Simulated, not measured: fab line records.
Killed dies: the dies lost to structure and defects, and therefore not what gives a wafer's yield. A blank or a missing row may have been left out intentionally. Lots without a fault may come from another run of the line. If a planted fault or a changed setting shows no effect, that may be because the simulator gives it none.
fab line records	flow n5Finfet
record: lots: 7	wafers: 39
route steps=1938 shown ZERO_LAYER@11 PMOS_HMC_CHANNEL_EPI@73 SDB@373 MOL_CONTACT_COAG@586 BEOL_M1@754 BEOL_M3@950 BEOL_M7@1299 BEOL_M8@1371
startH: hours from the record's first day to the start of the lot's first wafer shown	waitH: hours elapsed since this lot's preceding step	" identical to the entry in the row above	L1.1+2: a single row standing in for several wafers	- no value, or no start was given	* or withheld: withheld	< > ~ a bound
route shown NAME@n: names a module that has steps shown in the file, with the first one's number in the route	usual: mean/standard deviation of fault-free wafers	same: alike in all rows	chamber/n: place in a boat	sites: each site's reading	_std_site: the values' standard deviation	_edge_site: outer sites' mean less inner sites'	radiusMm: how far each site lies from the wafer's centre	mask NAME#n: copy n	behind: the tool/chamber that last shaped the wafer	hold: reason for holding the lot/hours on hold/outcome of the hold	device: names the non-switching transistor (n, p or np)	end of line: the same wafers' tests at the end of the route	a step with no rows: only its recipe	killed: count of dies lost to structure and defects at first sort (not the wafer's yield)	map: per-die view of a wafer (x killed, . not killed, _ where there is no die)
set.NAME: the setting that was run; set.NAME@STEP: the one run at that earlier step	model.NAME: the simulator's own value behind a step, which no gauge read
lots whose settings were changed on purpose; a table a step, a row a wafer
== steps ==
step: N5_ZERO_LAYER_DEVELOP_10
recipe: developTimeS: 60	rinseLiquid: diw	dry: airSpin	devTempC: 21
lot.wafer	tool	chamber	startH	waitH	set.developTimeS
L080.1+2+3+4+5+6	lithoTrack-03	0	-	-	60
L083.1+5+6	lithoTrack-04	0	-	-	60
L083.2+3+4	"	0	"	"	31.35
L089.1+4+5	lithoTrack-03	0	-	-	36
L089.2+3+6	"	0	"	"	60
L090.1+2+3	lithoTrack-05	0	-	-	48.71
L090.4+5+6	"	0	"	"	60
L092.3+4+5	lithoTrack-05	0	-	-	60
L094.1+2+3+4+5+6	lithoTrack-05	0	-	-	60
L097.1+2+3	lithoTrack-03	0	-	-	95.07
L097.4+5+6	"	0	"	"	60
step: N5_ZERO_LAYER_HARDBAKE_23
recipe: tempC: 130	timeS: 120
step: N5_ZERO_LAYER_DESCUM_16
recipe: chemistry: O2	timeS: 7.9	sourcePowerW: 50	biasPowerW: 20	pressureMtorr: 20	rfFrequencyHz: 2.712e+07	tempC: 40	o2FlowSccm: 225
lot.wafer	tool	chamber	startH	waitH	set.developTimeS@ZERO_LAYER_DEVELOP_10	model.ZERO_LAYER.cdNm
L080.1	rieDiel-01	0	50.34	1.5	60	2000
L080.2	"	2	"	"	60	2003
L080.3+5	"	1,3	"	"	60	1999
L080.4	"	3	"	"	60	2002
L080.6	"	2	"	"	60	1998
L083.1+5	rieDiel-06	0,1	67.82	1.0	60	2004
L083.2	"	1	"	"	31.35	1984
L083.3+4	"	3,2	"	"	31.35	1987
L083.6	"	0	"	"	60	1999
L089.1	rieDiel-02	1	102.69	0.0	36	1990
L089.2	"	3	"	"	60	1999
L089.3	"	0	"	"	60	2005
L089.4	"	2	"	"	36	1989
L089.5	"	3	"	"	36	1993
L089.6	"	0	"	"	60	2003
L090.1	rieDiel-06	0	108.80	0.0	48.71	1997
L090.2	"	2	"	"	48.71	1994
L090.3	"	1	"	"	48.71	1999
L090.4	"	0	"	"	60	2003
L090.5+6	"	1,2	"	"	60	2002
L092.3	rieDiel-06	0	120.80	0.0	60	2001
L092.4	"	2	"	"	60	-
L092.5	"	0	"	"	60	1998
L094.1	rieDiel-02	3	132.89	0.0	60	1997
L094.2	"	0	"	"	60	2001
L094.3+4+5	"	2,1,1	"	"	60	2002
L094.6	"	0	"	"	60	2004
L097.1	rieDiel-01	2	150.81	0.0	95.07	2009
L097.2	"	1	"	"	95.07	2007
L097.3	"	0	"	"	95.07	2012
L097.4	"	3	"	"	60	2002
L097.5	"	2	"	"	60	2003
L097.6	"	3	"	"	60	2000
step: N5_PMOS_HMC_CHANNEL_EPI_ETCH_38
recipe: chemistry: CF4	target: SiO2	targetDepthA: 15	ionEnergyEv: 350	pressureMtorr: 10	icpW: 800	biasW: 400	cf4FlowSccm: 80
lot.wafer	tool	chamber	startH	waitH	set.targetDepthA	model.etch.depthNm
L080.1	rieSi-05	2	56.06	0.0	7.861	0.7635
L080.2	"	1	"	"	15	1.473
L080.3	"	3	"	"	15	1.472
L080.4	"	0	"	"	7.861	0.8188
L080.5	"	0	"	"	7.861	0.8262
L080.6	"	1	"	"	15	1.492
L083.1	rieSi-04	1	73.29	0.0	15	1.577
L083.2	"	2	"	"	15	1.468
L083.3	"	3	"	"	22.94	2.264
L083.4	"	0	"	"	15	1.498
L083.5	"	3	"	"	22.94	2.27
L083.6	"	2	"	"	22.94	2.239
L089.1	rieSi-05	0	107.73	0.0	15	1.573
L089.2	"	3	"	"	23.77	2.342
L089.3	"	2	"	"	15	1.469
L089.4	"	1	"	"	23.77	2.284
L089.5	"	1	"	"	15	1.453
L089.6	"	2	"	"	23.77	2.336
L090.1	rieSi-05	0	114.24	0.0	17.96	1.887
L090.2	"	3	"	"	17.96	1.76
L090.3	"	1	"	"	15	1.467
L090.4	"	2	"	"	17.96	1.767
L090.5	"	0	"	"	15	1.58
L090.6	"	3	"	"	15	1.481
L092.3	rieSi-05	0	126.02	0.0	15	1.565
L092.4	"	2	"	"	15	1.479
L092.5	"	0	"	"	15	1.561
L094.1	rieSi-04	3	138.96	0.0	20.48	2.011
L094.2	"	2	"	"	20.48	1.977
L094.3	"	1	"	"	15	1.578
L094.4	"	0	"	"	15	1.481
L094.5	"	3	"	"	15	1.49
L094.6	"	0	"	"	20.48	2.004
L097.1	rieSi-04	2	156.78	0.0	15	1.434
L097.2	"	3	"	"	7.513	0.7346
L097.3	"	0	"	"	7.513	0.73
L097.4	"	1	"	"	15	1.56
L097.5	"	0	"	"	15	1.455
L097.6	"	1	"	"	7.513	0.7742
step: N5_SDB_ALD_29
recipe: material: SiNx	targetThkA: 300	tempC: 400	aldPrecursorFamily: SiH2I2	aldCoReactant: N2/H2-plasma	pulseTimeS: 1	aldCycles: 600	purgeTimeS: 2	coReactantPurgeTimeS: 2	pressureTorr: 2
lot.wafer	tool	chamber	startH	waitH	set.aldCycles	model.SiNx_of_SDB_ALD_29.thkNm
L080.1	aldSin-01	1	105.64	0.0	600	30
L080.2+4+6	"	0,3,0	"	"	751	37.2
L080.3	"	2	"	"	600	29.4
L080.5	"	1	106.99	1.4	600	29.8
L083.1	aldSin-01	1	122.91	0.2	326	16.4
L083.2	"	2	"	"	600	29.6
L083.3+5	"	0	"	"	326	16.2
L083.4	"	3	"	"	600	30.2
L083.6	"	1	124.26	1.6	600	30
L089.1+6	aldSin-01	0	157.57	0.0	600	30.2
L089.2	"	1	"	"	371	18.6
L089.3	"	2	"	"	600	29.8
L089.4+5	"	3	"	"	371	18.4
L090.1+3+4+6	aldSin-04	3,2,0,0	162.68	0.5	600	29.8
L090.2+5	"	1	"	"	600	29.6
L092.3	aldSin-03	1	178.31	0.4	600	29.8
L092.4+5	"	3	"	"	600	30.2
L094.1+3	aldSin-04	0,3	192.17	0.0	600	29.8
L094.2	"	2	"	"	600	30
L094.4	"	1	"	"	389	19.2
L094.5+6	"	1,2	193.53	1.4	389	19.4
L097.1	aldSin-03	3	206.26	0.0	892	44.8
L097.2	"	0	"	"	892	44.6
L097.3+5	"	2,0	"	"	600	30
L097.4	"	1	"	"	892	44.4
L097.6	"	1	207.61	1.4	600	29.8
step: N5_SDB_CMP_30
recipe: stopOn: poly-Si	tOverpolishS: 1.54	postCmpClean: alkalineBrush	downForcePsi: 4.1491	platenRpm: 51.796	padVelocityMS: 1.0306	targetThkNm: 30
lot.wafer	tool	chamber	startH	waitH	set.aldCycles@SDB_ALD_29	model.SiNx_of_SDB_ALD_29.thkNm
L080.3	cmp-04	3	108.50	1.5	600	29.4
L080.1	"	0	"	"	600	30
L080.2	"	1	"	"	751	31.4
L080.4	"	2	"	"	751	29.2
L080.6	"	3	"	"	751	28.8
L080.5	"	0	"	"	600	29.8
L083.4	cmp-02	1	125.65	1.4	600	30.2
L083.3+5	"	2,1	"	"	326	16.2
L083.2	"	3	"	"	600	29.6
L083.1	"	0	"	"	326	16.4
L083.6	"	2	"	"	600	30
L089.4+5	cmp-04	0,1	160.31	1.4	371	18.4
L089.1+6	"	1,0	"	"	600	30.2
L089.2	"	2	"	"	371	18.6
L089.3	"	3	"	"	600	29.8
L090.4+3+1+6	cmp-03	1,2,3,1	165.41	1.4	600	29.8
L090.2+5	"	0,2	"	"	600	29.6
L092.4+5	cmp-02	2	181.04	1.4	600	30.2
L092.3	"	1	"	"	600	29.8
L094.1+3	cmp-04	0,2	194.91	1.4	600	29.8
L094.4	"	1	"	"	389	19.2
L094.2	"	3	"	"	600	30
L094.5+6	"	0,1	"	"	389	19.4
L097.1	cmp-02	2	208.99	1.4	892	28.4
L097.3+5	"	3	"	"	600	30
L097.4	"	0	"	"	892	29.6
L097.2	"	1	"	"	892	26.8
L097.6	"	2	"	"	600	29.8
step: N5_MOL_CONTACT_COAG_VIA_ETCH_46
recipe: chemistry: C4F6/O2	targetDepthA: 460	overetchA: 92	maskMaterial: SOC	target: SiO2	biasW: 455	pressureMtorr: 10	timeS: 40	sourceW: 325	Ar_flow_sccm: 300	C4F6_flow_sccm: 10	O2_flow_sccm: 10	ionEnergyEv: 575.3	ends: endPoint
lot.wafer	tool	chamber	startH	waitH	set.targetDepthA	model.etch.depthNm	model.SOC_of_MOL_CONTACT_COAG_COAT_75.thkNm
L080.1	rieDiel-05	3	139.94	0.0	543.5	45.28	49.6
L080.2	"	2	"	"	543.5	45.34	49.4
L080.3	"	0	"	"	460	46.7	50.6
L080.4	"	0	"	"	460	46.11	50.6
L080.5	"	2	"	"	460	45.91	50.4
L080.6	"	3	"	"	543.5	47.4	49.8
L083.1	rieDiel-04	3	153.43	0.0	460	45.73	51.2
L083.2	"	0	"	"	237.8	32.48	53.8
L083.3	"	2	"	"	237.8	32.29	53.6
L083.4	"	1	"	"	460	46.9	51
L083.5	"	3	"	"	460	45.99	51.4
L083.6	"	0	"	"	237.8	32.24	53.8
L089.1	rieDiel-05	0	187.84	0.0	365.2	45.39	51.6
L089.2	"	2	"	"	460	46.15	50.4
L089.3	"	3	"	"	365.2	44.89	51.8
L089.4	"	1	"	"	365.2	44.55	52
L089.5	"	3	"	"	460	46.46	51
L089.6	"	0	"	"	460	47.02	50.6
L090.1	rieDiel-04	2	193.59	0.0	299	38.17	53
L090.2	"	0	"	"	460	45.79	51
L090.3	"	1	"	"	460	45.79	50.6
L090.4	"	2	"	"	299	38.05	53
L090.5	"	1	"	"	299	40.14	52.6
L090.6	"	0	"	"	460	46.91	51
L092.3	rieDiel-05	0	209.57	0.0	460	45.88	50.8
L092.4	"	1	"	"	460	45.6	51
L092.5	"	2	"	"	460	46.96	50.6
L094.1	rieDiel-04	1	225.37	0.0	460	45.97	50.6
L094.2	"	0	"	"	460	45.51	51.2
L094.3	"	3	"	"	460	46.03	51
L094.4	"	2	"	"	460	46.31	50.8
L094.5	"	2	"	"	460	46.76	51
L094.6	"	1	"	"	460	47.2	50.4
L097.1	rieDiel-05	0	243.50	0.0	460	45.03	50.6
L097.2	"	1	"	"	460	45.7	50.8
L097.3	"	2	"	"	460	45.76	50.4
L097.4	"	3	"	"	460	45.83	50.8
L097.5	"	2	"	"	460	46.92	50.4
L097.6	"	3	"	"	460	45.56	50.6
step: N5_BEOL_M1_HM_DEP_02
recipe: material: TiN	targetThkA: 200	tempC: 25	chamberPressurePa: 0.49996
lot.wafer	tool	chamber	startH	waitH	set.targetThkA	model.TiN_of_BEOL_M1_HM_DEP_02.thkNm
L080.1+5+6	pvdSputter-01	-	160.72	1.7	148.5	14.4
L080.2	"	-	"	"	200	20.2
L080.3+4	"	-	"	"	200	19.6
L083.1	pvdSputter-03	-	173.95	0.3	200	19.8
L083.2+4+5	"	-	"	"	200	20
L083.3+6	"	-	"	"	200	20.2
L089.1	pvdSputter-03	-	208.73	0.3	200	20.2
L089.2+3+6	"	-	"	"	295.4	29.4
L089.4	"	-	"	"	200	19.8
L089.5	"	-	"	"	200	20
L090.1+3+6	pvdSputter-03	-	214.83	2.4	265.3	26.6
L090.2	"	-	"	"	200	20
L090.4	"	-	"	"	200	19.8
L090.5	"	-	"	"	200	20.2
L092.3	pvdSputter-01	-	236.38	1.5	200	20
L092.4	"	-	"	"	200	19.8
L092.5	"	-	"	"	200	20.2
L094.1	pvdSputter-02	-	246.05	1.5	200	19.8
L094.2+3	"	-	"	"	200	20
L094.4+5	"	-	"	"	200	20.4
L094.6	"	-	"	"	200	20.2
L097.1+3+6	pvdSputter-03	-	263.54	1.0	200	19.8
L097.2	"	-	"	"	200	20
L097.4	"	-	"	"	200	20.4
L097.5	"	-	"	"	200	20.2
step: N5_BEOL_M1_COAT_61
recipe: resist: SOC	tempC: 250	timeS: 60	spinRpm: 1500	resistThkNm: 60
step: N5_BEOL_M1_COAT_62
recipe: resist: SiARC	tempC: 220	timeS: 60	spinRpm: 1500	resistThkNm: 12
step: N5_BEOL_M1_STRIP_75
recipe: chemistry: N2/H2	tempC: 40	n2FlowSccm: 200	h2FlowSccm: 200	rfFrequencyHz: 6e+07
step: N5_BEOL_M1_STRIP_66
recipe: chemistry: CF4	resist: SiARC	powerW: 300	biasPowerW: 75	pressureMtorr: 50	cf4FlowSccm: 150	rfFrequencyHz: 6e+07
step: N5_BEOL_M1_HM_OPEN_17
recipe: chemistry: Cl2/BCl3	targetDepthA: 200	overetchA: 60	target: TiN	maskMaterial: SOC	ionEnergyEv: 150	pressureMtorr: 10	icpW: 1000	biasW: 126	Cl2_flow_sccm: 53.25	bcl3FlowSccm: 21.75	Ar_flow_sccm: 25
lot.wafer	tool	chamber	startH	waitH	set.targetThkA@BEOL_M1_HM_DEP_02	model.etch.depthNm
L080.1	rieMetal-01	1	161.62	0.0	148.5	14.33
L080.2	"	0	"	"	200	20.18
L080.3	"	1	"	"	200	19.58
L080.4	"	0	"	"	200	19.51
L080.5	"	0	"	"	148.5	14.39
L080.6	"	1	"	"	148.5	14.46
L083.1	rieMetal-01	1	174.85	0.0	200	19.84
L083.2	"	0	"	"	200	19.99
L083.3	"	0	"	"	200	20.19
L083.4	"	1	"	"	200	19.98
L083.5	"	1	"	"	200	20
L083.6	"	0	"	"	200	20.13
L089.1	rieMetal-03	0	209.49	0.0	200	20.11
L089.2	"	0	"	"	295.4	26.67
L089.3	"	0	"	"	295.4	26.77
L089.4	"	0	"	"	200	19.87
L089.5	"	0	"	"	200	19.95
L089.6	"	0	"	"	295.4	26.69
L090.1+3	rieMetal-01	0	215.71	0.0	265.3	24.4
L090.2	"	1	"	"	200	20.08
L090.4	"	1	"	"	200	19.76
L090.5	"	0	"	"	200	20.12
L090.6	"	1	"	"	265.3	26.66
L092.3	rieMetal-01	1	237.34	0.1	200	19.99
L092.4	"	0	"	"	200	19.85
L092.5	"	0	"	"	200	20.13
L094.1	rieMetal-03	1	246.81	0.0	200	19.76
L094.2	"	0	"	"	200	20.05
L094.3	"	0	"	"	200	19.93
L094.4	"	1	"	"	200	20.41
L094.5	"	0	"	"	200	20.31
L094.6	"	1	"	"	200	20.17
L097.1	rieMetal-01	1	264.45	0.0	200	19.75
L097.2	"	0	"	"	200	20.06
L097.3	"	1	"	"	200	19.77
L097.4	"	0	"	"	200	20.33
L097.5	"	1	"	"	200	20.14
L097.6	"	0	"	"	200	19.82
step: N5_BEOL_M3_ETCH_64
recipe: chemistry: N2/H2	target: SOC	targetDepthA: 750	overetchA: 150	maskMaterial: SiARC	tempC: 40	timeS: 112.5	ionEnergyEv: 200	pressureMtorr: 30	sourceW: 840	biasW: 150	n2FlowSccm: 200	h2FlowSccm: 200
lot.wafer	tool	chamber	startH	waitH	set.timeS	model.SiARC_of_BEOL_M3_COAT_62.thkNm
L080.1+3+6	rieDiel-06	0,3,3	194.87	0.0	112.5	7
L080.2+4+5	"	1,2,0	"	"	48.97	9.8
L083.1	rieDiel-01	0	197.16	0.0	140.6	5.4
L083.2	"	3	"	"	140.6	5
L083.3	"	1	"	"	112.5	7
L083.4+6	"	2	"	"	112.5	7.2
L083.5	"	3	"	"	140.6	5.2
L089.1+6	rieDiel-01	1,0	237.63	0.0	112.5	7
L089.2+5	"	3	"	"	89.02	7.8
L089.3	"	0	"	"	89.02	8
L089.4	"	2	"	"	112.5	7.2
L090.1+5+6	rieDiel-02	3,1,3	237.96	0.0	112.5	6.6
L090.2+3+4	"	1,1,3	"	"	95.22	7.4
L092.3	rieDiel-02	2	260.76	0.0	112.5	6.4
L092.4	"	1	"	"	112.5	6.6
L092.5	"	0	"	"	112.5	7
L094.1+4+5	rieDiel-02	3,1,3	277.88	0.0	112.5	6.8
L094.2+6	"	2	"	"	131.4	5.6
L094.3	"	0	"	"	131.4	6.4
L097.1+5	rieDiel-01	2	284.35	0.0	112.5	7.2
L097.2	"	1	"	"	112.5	6.8
L097.3	"	3	"	"	176.8	3.4
L097.4+6	"	0,1	"	"	176.8	4
step: N5_BEOL_M3_STRIP_65
recipe: chemistry: N2/H2	tempC: 40	n2FlowSccm: 200	h2FlowSccm: 200	rfFrequencyHz: 6e+07
step: N5_BEOL_M3_STRIP_75
recipe: chemistry: N2/H2	tempC: 40	n2FlowSccm: 200	h2FlowSccm: 200	rfFrequencyHz: 6e+07
step: N5_BEOL_M3_STRIP_66
recipe: chemistry: CF4	resist: SiARC	powerW: 300	biasPowerW: 75	pressureMtorr: 50	cf4FlowSccm: 150	rfFrequencyHz: 6e+07
step: N5_BEOL_M3_HM_OPEN_17
recipe: chemistry: Cl2/BCl3	targetDepthA: 200	overetchA: 60	target: TiN	maskMaterial: SOC	ionEnergyEv: 150	pressureMtorr: 10	icpW: 1000	biasW: 126	Cl2_flow_sccm: 53.25	bcl3FlowSccm: 21.75	Ar_flow_sccm: 25
lot.wafer	tool	chamber	startH	waitH	set.timeS@BEOL_M3_ETCH_64	model.etch.depthNm
L080.1	rieMetal-02	0	195.03	0.0	112.5	20.32
L080.2	"	1	"	"	48.97	19.61
L080.3	"	1	"	"	112.5	20.2
L080.4	"	0	"	"	48.97	19.78
L080.5	"	1	"	"	48.97	19.81
L080.6	"	0	"	"	112.5	20.11
L083.1	rieMetal-03	0	197.33	0.0	140.6	16.98
L083.2	"	1	"	"	140.6	16.91
L083.3	"	0	"	"	112.5	19.75
L083.4	"	1	"	"	112.5	20.07
L083.5	"	1	"	"	140.6	16.96
L083.6	"	0	"	"	112.5	19.76
L089.1	rieMetal-01	1	237.80	0.0	112.5	19.78
L089.2	"	0	"	"	89.02	20.15
L089.3	"	0	"	"	89.02	19.56
L089.4	"	1	"	"	112.5	19.86
L089.5	"	0	"	"	89.02	19.59
L089.6	"	1	"	"	112.5	19.67
L090.1+5	rieMetal-01	1	238.21	0.0	112.5	19.53
L090.2	"	0	"	"	95.22	19.98
L090.3	"	0	"	"	95.22	19.84
L090.4	"	1	"	"	95.22	19.9
L090.6	"	0	"	"	112.5	19.9
L092.3	rieMetal-01	1	260.96	0.1	112.5	19.42
L092.4	"	0	"	"	112.5	19.5
L092.5	"	1	"	"	112.5	19.57
L094.1+5	rieMetal-03	1	278.04	0.0	112.5	20.07
L094.2	"	1	"	"	131.4	18.15
L094.3	"	1	"	"	131.4	18.07
L094.4	"	1	"	"	112.5	20.2
L094.6	"	1	"	"	131.4	17.77
L097.1	rieMetal-03	1	284.52	0.0	112.5	20.23
L097.2	"	0	"	"	112.5	20.01
L097.3	"	1	"	"	176.8	13.76
L097.4	"	0	"	"	176.8	14.2
L097.5	"	1	"	"	112.5	19.97
L097.6	"	0	"	"	176.8	14.18
step: N5_BEOL_M7_DESCUM_33
recipe: chemistry: O2	timeS: 7	sourcePowerW: 50	biasPowerW: 20	pressureMtorr: 20	rfFrequencyHz: 2.712e+07	tempC: 40	resist: CAR-EUV	o2FlowSccm: 225
lot.wafer	tool	chamber	startH	waitH	set.timeS	model.CAR-EUV_of_BEOL_M7_COAT_22.thkNm
L080.1+3+5	rieDiel-01	2,3,3	247.88	0.0	5.14	27
L080.2+4	"	0,1	"	"	7	26.2
L080.6	"	2	"	"	7	26
L083.1+4+6	rieDiel-06	3,1,0	253.44	0.0	4.421	27.4
L083.2	"	2	"	"	7	26.2
L083.3+5	"	0,1	"	"	7	26
L089.1	rieDiel-06	2	282.42	0.0	7	26
L089.2+6	"	3	"	"	7	26.2
L089.3	"	0	"	"	9.955	24.4
L089.4+5	"	1,2	"	"	9.955	24.6
L090.1+2	rieDiel-02	1,0	289.96	0.2	4.774	27
L090.3+5+6	"	3,1,2	"	"	7	26
L090.4	"	2	"	"	4.774	27.2
L092.3	rieDiel-06	0	303.01	0.0	7	26
L092.4+5	"	1,3	"	"	7	26.2
L094.1+2+4	rieDiel-06	3,1,2	321.16	0.3	7	26
L094.3	"	0	"	"	9.663	24.6
L094.5+6	"	2,3	"	"	9.663	24.8
L097.1+2+3+4+5+6	rieDiel-01	1,2,2,1,2,1	326.62	0.0	7	26
step: N5_BEOL_M7_ETCH_72
recipe: chemistry: N2/H2	target: underlayer	targetDepthA: 65	maskMaterial: CAR-EUV	timeS: 5.2	ionEnergyEv: 200	pressureMtorr: 30	sourceW: 840	biasW: 150	n2FlowSccm: 200	h2FlowSccm: 200	ends: cleared
lot.wafer	tool	chamber	startH	waitH	set.timeS@BEOL_M7_DESCUM_33	model.CAR-EUV_of_BEOL_M7_COAT_22.thkNm
L080.1+3+5	rieDiel-01	2,3,3	247.92	0.0	5.14	21.2
L080.2+4	"	0,1	"	"	7	20.4
L080.6	"	2	"	"	7	20.2
L083.1+4+6	rieDiel-06	3,1,0	253.48	0.0	4.421	21.6
L083.2	"	2	"	"	7	20.4
L083.3+5	"	0,1	"	"	7	20.2
L089.1+2+6	rieDiel-06	2,3,3	282.46	0.0	7	20.4
L089.3	"	0	"	"	9.955	18.6
L089.4+5	"	1,2	"	"	9.955	18.8
L090.1+4	rieDiel-02	1,2	290.00	0.0	4.774	21.4
L090.2	"	0	"	"	4.774	21.2
L090.3	"	3	"	"	7	20.4
L090.5+6	"	1,2	"	"	7	20.2
L092.3	rieDiel-06	0	303.04	0.0	7	20.2
L092.4+5	"	1,3	"	"	7	20.4
L094.1+2	rieDiel-06	3,1	321.20	0.0	7	20.2
L094.3	"	0	"	"	9.663	18.8
L094.4	"	2	"	"	7	20.4
L094.5+6	"	2,3	"	"	9.663	19
L097.1+4	rieDiel-01	1	326.67	0.0	7	20.4
L097.2+3+5+6	"	2,2,2,1	"	"	7	20.2
step: N5_BEOL_M8_ETCH_66
recipe: chemistry: N2/H2	target: SOC	targetDepthA: 800	overetchA: 160	maskMaterial: SiARC	tempC: 40	timeS: 120	ionEnergyEv: 200	pressureMtorr: 30	sourceW: 840	biasW: 150	n2FlowSccm: 200	h2FlowSccm: 200
lot.wafer	tool	chamber	startH	waitH	set.targetDepthA	model.SiARC_of_BEOL_M8_COAT_64.thkNm
L080.1+4	rieDiel-05	2,0	255.61	0.0	1141	4.4
L080.2	"	3	"	"	1141	4.6
L080.3+5	"	1	"	"	800	7
L080.6	"	2	"	"	800	6.4
L083.1	rieDiel-03	0	262.03	0.0	800	6.4
L083.2	"	3	"	"	643.2	7
L083.3	"	1	"	"	800	6.6
L083.4+6	"	2,0	"	"	643.2	7.2
L083.5	"	3	"	"	800	6
L089.1	rieDiel-05	1	292.50	0.0	800	7
L089.2	"	2	"	"	800	6.4
L089.3	"	3	"	"	800	6.6
L089.4+5	"	0	"	"	1060	5
L089.6	"	1	"	"	1060	5.6
L090.1	rieDiel-05	0	300.32	0.0	1235	4
L090.2+5	"	3,0	"	"	800	6.6
L090.3	"	2	"	"	800	6.4
L090.4+6	"	1	"	"	1235	4.8
L092.3+4+5	rieDiel-05	2,0,0	311.19	0.0	800	6.4
L094.1+3+5	rieDiel-04	2,3,2	329.42	0.0	396.5	8.8
L094.2	"	1	"	"	800	6
L094.4	"	0	"	"	800	6.4
L094.6	"	3	"	"	800	6.6
L097.1	rieDiel-03	2	334.69	0.0	1107	4.4
L097.2	"	0	"	"	800	6.4
L097.3	"	3	"	"	800	5.6
L097.4	"	1	"	"	1107	4.8
L097.5	"	0	"	"	1107	4.6
L097.6	"	1	"	"	800	6.6
== key ==
split: step: N5_ZERO_LAYER_DEVELOP_10	setting: developTimeS	stated: 60	by: wafer
response: step: N5_ZERO_LAYER_DESCUM_16	reading: model.ZERO_LAYER.cdNm	change: +0.233	per: 1%	r: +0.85
split: step: N5_PMOS_HMC_CHANNEL_EPI_ETCH_38	setting: targetDepthA	stated: 15	by: wafer
response: step: N5_PMOS_HMC_CHANNEL_EPI_ETCH_38	reading: model.etch.depthNm	change: +0.0142	per: 1%	r: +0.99
split: step: N5_SDB_ALD_29	setting: aldCycles	stated: 600	by: wafer
response: step: N5_SDB_ALD_29	reading: model.SiNx_of_SDB_ALD_29.thkNm	change: +0.301	per: 1%	r: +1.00
response: step: N5_SDB_CMP_30	reading: model.SiNx_of_SDB_ALD_29.thkNm	shape: bent	atLowest: 16.27	atStated: 29.88	atHighest: 28.27
split: step: N5_MOL_CONTACT_COAG_VIA_ETCH_46	setting: targetDepthA	stated: 460	by: wafer
response: step: N5_MOL_CONTACT_COAG_VIA_ETCH_46	reading: model.etch.depthNm	change: +0.222	per: 1%	r: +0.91
response: step: N5_MOL_CONTACT_COAG_VIA_ETCH_46	reading: model.SOC_of_MOL_CONTACT_COAG_COAT_75.thkNm	change: -0.054	per: 1%	r: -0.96
split: step: N5_BEOL_M1_HM_DEP_02	setting: targetThkA	stated: 200	by: wafer
response: step: N5_BEOL_M1_HM_DEP_02	reading: model.TiN_of_BEOL_M1_HM_DEP_02.thkNm	change: +0.201	per: 1%	r: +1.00
response: step: N5_BEOL_M1_HM_OPEN_17	reading: model.etch.depthNm	change: +0.157	per: 1%	r: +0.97
split: step: N5_BEOL_M3_ETCH_64	setting: timeS	stated: 112.5	by: wafer
response: step: N5_BEOL_M3_ETCH_64	reading: model.SiARC_of_BEOL_M3_COAT_62.thkNm	change: -0.0545	per: 1%	r: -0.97
response: step: N5_BEOL_M3_HM_OPEN_17	reading: model.etch.depthNm	shape: bent	atLowest: 19.73	atStated: 19.88	atHighest: 14.05
split: step: N5_BEOL_M7_DESCUM_33	setting: timeS	stated: 7	by: wafer
response: step: N5_BEOL_M7_DESCUM_33	reading: model.CAR-EUV_of_BEOL_M7_COAT_22.thkNm	change: -0.0352	per: 1%	r: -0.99
response: step: N5_BEOL_M7_ETCH_72	reading: model.CAR-EUV_of_BEOL_M7_COAT_22.thkNm	change: -0.036	per: 1%	r: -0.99
split: step: N5_BEOL_M8_ETCH_66	setting: targetDepthA	stated: 800	by: wafer
response: step: N5_BEOL_M8_ETCH_66	reading: model.SiARC_of_BEOL_M8_COAT_64.thkNm	change: -0.0447	per: 1%	r: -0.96
